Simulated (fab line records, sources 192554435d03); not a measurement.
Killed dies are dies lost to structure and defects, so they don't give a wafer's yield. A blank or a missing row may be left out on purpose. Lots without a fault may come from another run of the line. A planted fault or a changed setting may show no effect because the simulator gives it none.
Chamber matching | flow n5_finfet | N5_BEOL_M10_DEP_56 on pecvd-01: 3 sister chambers
The step deposits SiCN from 3MS/NH3, target thk 15 nm, time 26.5 s. 16 wafers are shown with their chamber, then 8 later ones without.

WAFERS WITH THEIR CHAMBER
wafer  | chamber | throttle_valve_pct (%) | showerhead_plenum_p_Torr (Torr) | chamber_pressure_Torr (Torr)
L080.1 | 0       | 10.0                   | 3.659                           | 3.006
L080.4 | 0       | 9.8                    | 3.667                           | 2.999
L080.5 | 2       | 8.7                    | 3.673                           | 3.004
L082.1 | 2       | 8.8                    | 3.674                           | 2.986
L082.3 | 1       | 8.6                    | 3.650                           | 2.991
L082.5 | 1       | 8.7                    | 3.647                           | 2.994
L085.1 | 2       | 8.9                    | 3.680                           | 3.003
L085.2 | 0       | 9.7                    | 3.652                           | 2.999
L085.3 | 1       | 8.8                    | 3.644                           | 2.997
L085.4 | 0       | 9.8                    | 3.657                           | 2.998
L085.5 | 2       | 8.9                    | 3.680                           | 3.004
L085.6 | 1       | 8.8                    | 3.657                           | 3.003
L090.1 | 2       | 8.8                    | 3.670                           | 2.991
L090.2 | 1       | 8.8                    | 3.658                           | 3.004
L090.6 | 0       | 9.9                    | 3.656                           | 3.005
L088.2 | 2       | 9.1                    | 3.672                           | 2.992

SIGNATURES (means of the wafers above)
reading                  | chamber 0 | chamber 1 | chamber 2 | scatter within a chamber
throttle_valve_pct       | 9.840     | 8.740     | 8.867     | 0.117
showerhead_plenum_p_Torr | 3.65820   | 3.65120   | 3.67483   | 0.00528
chamber_pressure_Torr    | 3.00140   | 2.99780   | 2.99667   | 0.0062
Rule: a wafer's distance from a chamber is the root of the sum, over the readings, of the square of ((its reading less the chamber's mean) divided by the reading's scatter). The wafer belongs to the nearest chamber; if the next one is less than 2 further off, it can't be placed. The scatter: the root of (the sum of the squares of (reading less its chamber's mean) over the shown wafers, divided by (wafers less chambers)).

WAFERS WITHOUT THEIR CHAMBER
wafer  | throttle_valve_pct (%) | showerhead_plenum_p_Torr (Torr) | chamber_pressure_Torr (Torr)
L088.4 | 9.0                    | 3.640                           | 2.999
L088.6 | 9.9                    | 3.665                           | 2.993
L089.2 | 8.9                    | 3.644                           | 3.009
L089.3 | 9.0                    | 3.663                           | 2.998
L089.6 | 10.0                   | 3.658                           | 3.001
L095.2 | 8.8                    | 3.675                           | 3.008
L095.5 | 9.2                    | 3.678                           | 3.008
L095.6 | 8.7                    | 3.648                           | 2.988

WHICH CHAMBER EACH WENT THROUGH
wafer  | from the rows above     | in truth
L088.4 | 1                       | 1
L088.6 | 0                       | 0
L089.2 | 1                       | 1
L089.3 | can't be placed: 2 or 1 | 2
L089.6 | 0                       | 0
L095.2 | 2                       | 2
L095.5 | 2                       | 2
L095.6 | 1                       | 1
Placed correctly: 7 of 8. Can't be placed from these rows: 1 (the true chamber is among the candidates in 1). Placed wrongly: 0.
